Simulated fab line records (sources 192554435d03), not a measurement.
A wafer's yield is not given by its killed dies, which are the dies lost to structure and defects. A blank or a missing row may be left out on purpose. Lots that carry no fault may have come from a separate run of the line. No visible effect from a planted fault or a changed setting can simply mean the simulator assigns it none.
Problem report in the 8D (eight disciplines) form, filled by code / flow n5_finfet / the parts of the form that need people (team, actions taken, sign-off) are left out

1. PROBLEM STATEMENT
Wafers free of any fault read 4.39 (standard deviation 0.072) for CJ_N at N5_BEOL_M4_RC_MEAS_101, against a mean of 2.58 on 4 wafers of 3 lots. That is -25 standard deviations from the usual mean.
The first sign was on wafer L499.1 at day 10 08:52, on prober-01. The record has a number at this step for 28 wafers belonging to 10 lots. The rule behind "out" and "out of limits": a value lying over 4 standard deviations away from the usual mean. Any other wafer with a number is counted as sound.

2. WHAT IT IS, AND WHAT IT ISN'T
question=which readings at this step | is=CJ_N, ION_N, REXT_N | is not=DIBL_P, ION_P, SS_P
question=which lots | is=L499, L500, L502 | is not=L493, L495, L496, L509, L512, L513, L515
question=which wafers of those lots | is=L499.1, L500.1, L500.5, L502.5 | is not=L499.4, L500.4, L502.4
question=read on which gauges | is=prober-01, prober-02 | is not=-
question=when | is=from day 10 08:52 | is not=up to then (10 sound wafers); but 14 sound wafers of L500, L502, L509, L512, L513, L515 came after

3. THE SUSPECTS, EACH WITH WHAT RULES IT OUT
Counting: if a tool at a process step up to the reading ran every lot that is out, it stays a suspect. Sound lots after the first of them don't rule it out here, since some wafers of a struck lot are sound.
- the gauge at N5_BEOL_M4_RC_MEAS_101: ruled out. The wafers that are out were read on 2 gauges (prober-01, prober-02).
- rie_si-03 at N5_SD_EPI_N_SD_RECESS_17 (chemistry HBr/Cl2/O2, target depth 41 nm, time 23.7 s, bt time 3 s): kept. Ran every lot that is out, first one L499 (day 4 19:31); last sound lot up to then L496 (day 4 02:39).
The count leaves rie_si-03 at N5_SD_EPI_N_SD_RECESS_17.

4. THE CAUSE (what the simulator had put in)
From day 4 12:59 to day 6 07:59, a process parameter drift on rie_si-03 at N5_SD_EPI_N_SD_RECESS_17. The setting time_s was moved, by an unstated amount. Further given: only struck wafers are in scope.
The count eliminated every tool but this one.

5. THE EFFECT CHAIN, in route order
Rows list readings where the struck wafers' mean (over those with a number) sits beyond 3 standard deviations from the usual. Only readings whose record carries a usual standard deviation are examined. hours: median over the lots of the time between each lot's start at the first step of this table that gives one and its start at this step. sigmas: the change, counted in usual standard deviations.
hours=0; step=N5_BEOL_M4_RC_MEAS_101; reading=CJ_N; usual=4.39; on struck wafers=2.58; change=-1.81; sigmas=-25
hours=0; step=N5_BEOL_M4_RC_MEAS_101; reading=IOFF_N_LONG; usual=5.56e-05 nA/um; on struck wafers=4.84e-05; change=-7.18e-06; sigmas=-3.4
hours=0; step=N5_BEOL_M4_RC_MEAS_101; reading=ION_N; usual=676 uA/um; on struck wafers=554; change=-122; sigmas=-12
hours=0; step=N5_BEOL_M4_RC_MEAS_101; reading=REXT_N; usual=74.7 ohm.um; on struck wafers=88.0; change=+13.3; sigmas=+7.4
hours=0; step=N5_BEOL_M4_RC_MEAS_101; reading=VT_N_LVT; usual=98.2 mV; on struck wafers=108.0; change=+9.8; sigmas=+3.5
hours=104; step=N5_PASSIVATION_PROBE_49; reading=sort_n_pass; usual=1077; on struck wafers=0; change=-1077; sigmas=-63
hours=104; step=N5_PASSIVATION_PROBE_49; reading=sort_yield_pct; usual=91.2 %; on struck wafers=0.0; change=-91.2; sigmas=-61
Here are the process steps it includes:
- N5_PASSIVATION_PROBE_49

6. WHAT WOULD HAVE CAUGHT IT SOONER
In this record the first reading out of limits at a measuring or inspecting step was taken at day 10 08:52, 140 hours after the fault began at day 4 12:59.
Tool readings at N5_SD_EPI_N_SD_RECESS_17 with a usual standard deviation given in the record: none out on any struck wafer, hence no alarm at a limit of 4 standard deviations on them.
The start of N5_SD_EPI_N_SD_RECESS_17 on rie_si-03 came by day 10 08:52 for every one of the lots that are out (3). Holding the tool at that point would not have protected any of them.
